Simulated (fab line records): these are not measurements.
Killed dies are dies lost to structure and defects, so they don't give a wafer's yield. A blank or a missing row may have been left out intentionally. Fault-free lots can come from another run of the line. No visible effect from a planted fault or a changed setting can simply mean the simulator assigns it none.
Which tool is to blame?	flow n5 finfet	9 lots, 25 wafers sampled, at 5 steps of a route of 1938

## WHAT EACH GAUGE READ, for each wafer
N5_BEOL_M4_RC_MEAS_101.
lot	measured	on	DIBL_N (mV/V)
L842	day 8 00:16	prober-01	35.0 35.3 35.6
L844	day 8 10:10	prober-02	36.3 35.5 37.9
L852	day 9 23:08	prober-02	35.7 37.5 35.7
L853	day 10 18:02	prober-01	36.5 35.9 35.5
L859	day 12 04:20	prober-02	35.8 35.6
L860	day 12 07:06	prober-01	37.3 37.6 36.7
L861	day 12 17:07	prober-02	37.5 35.4
L862	day 12 23:17	prober-01	35.8 34.6 35.3
L863	day 13 01:10	prober-01	35.8 36.5 35.6

## WHAT TOOL EACH LOT RAN ON (gives the tool, then ch and the chambers of the sampled wafers, and finally the start)
lot	N5_BEOL_M0_CUTY_ETCH_62	N5_BEOL_M0_ETCH_109	N5_BEOL_M0_ALD_136	N5_BEOL_M0_SPUTTER_116
L842	rie diel-06 ch 1,2, day 5 16:35	rie diel-06 ch 2,3, day 5 17:49	ald metal-01 ch 0,2,3, day 5 18:22	pvd sputter-02, day 5 19:34
L844	rie diel-06 ch 0,2,3, day 6 05:45	rie diel-04 ch 1,2,3, day 6 11:43	ald metal-02 ch 0,2, day 6 12:29	pvd sputter-03, day 6 13:03
L852	rie diel-06 ch 0,1,2, day 8 05:31	rie diel-04 ch 1,2,3, day 8 06:28	ald metal-01 ch 0,1, day 8 07:03	pvd sputter-01, day 8 08:59
L853	rie diel-02 ch 0,1, day 8 13:55	rie diel-02 ch 0,2, day 8 16:41	ald metal-04 ch 1,2, day 8 17:07	pvd sputter-03, day 8 19:24
L859	rie diel-04 ch 0,1, day 10 02:34	rie diel-04 ch 1,2, day 10 04:22	ald metal-01 ch 0,3, day 10 05:23	pvd sputter-02, day 10 06:01
L860	rie diel-02 ch 0,1, day 10 04:59	rie diel-06 ch 0,3, day 10 10:22	ald metal-01 ch 0,1, day 10 11:21	pvd sputter-02, day 10 13:23
L861	rie diel-06 ch 0,1, day 10 14:20	rie diel-02 ch 1,2, day 10 18:01	ald metal-01 ch 0,3, day 10 18:22	pvd sputter-02, day 10 20:19
L862	rie diel-06 ch 1,2,3, day 10 21:19	rie diel-06 ch 0,1,2, day 10 22:49	ald metal-02 ch 1,2, day 10 23:27	pvd sputter-01, day 10 23:58
L863	rie diel-04 ch 0,1,3, day 11 03:20	rie diel-06 ch 0,2,3, day 11 07:15	ald metal-02 ch 0,2,3, day 11 07:57	pvd sputter-03, day 11 08:29
- N5_BEOL_M0_CUTY_ETCH_62: etches SiARC in CF4, time 58.5 s.
- N5_BEOL_M0_ETCH_109: etches SiCN in CH3F/O2, target depth 8 nm, overetch 2.4 nm, time 27.4 s.
- N5_BEOL_M0_ALD_136: deposits TaN, pulse time 2 s, purge time 3 s, co reactant purge time 2 s.
- N5_BEOL_M0_SPUTTER_116: material Cu, target thk 4 nm, time 7.37 s.

## THE ANSWER, worked out from the rows above alone
Rule: what is usual is taken from the lots themselves. Put in order of their means at a reading, lots are off if they are a third of the lots or fewer, leave a main group of 4 or more, and stand apart from it by a gap of 3 or more times the standard deviation of the main group's means; of several such gaps the widest counts. If all means in a main group match to the digits the tables above print for the reading, that group is not used. A lot without any number at a reading at which 4 lots or more have one is off too. The other lots that the step has rows for count as sound.
No lot is off on any of the readings shown, so nothing can be concluded from this.

## WHAT THE SIMULATOR HAD INSERTED
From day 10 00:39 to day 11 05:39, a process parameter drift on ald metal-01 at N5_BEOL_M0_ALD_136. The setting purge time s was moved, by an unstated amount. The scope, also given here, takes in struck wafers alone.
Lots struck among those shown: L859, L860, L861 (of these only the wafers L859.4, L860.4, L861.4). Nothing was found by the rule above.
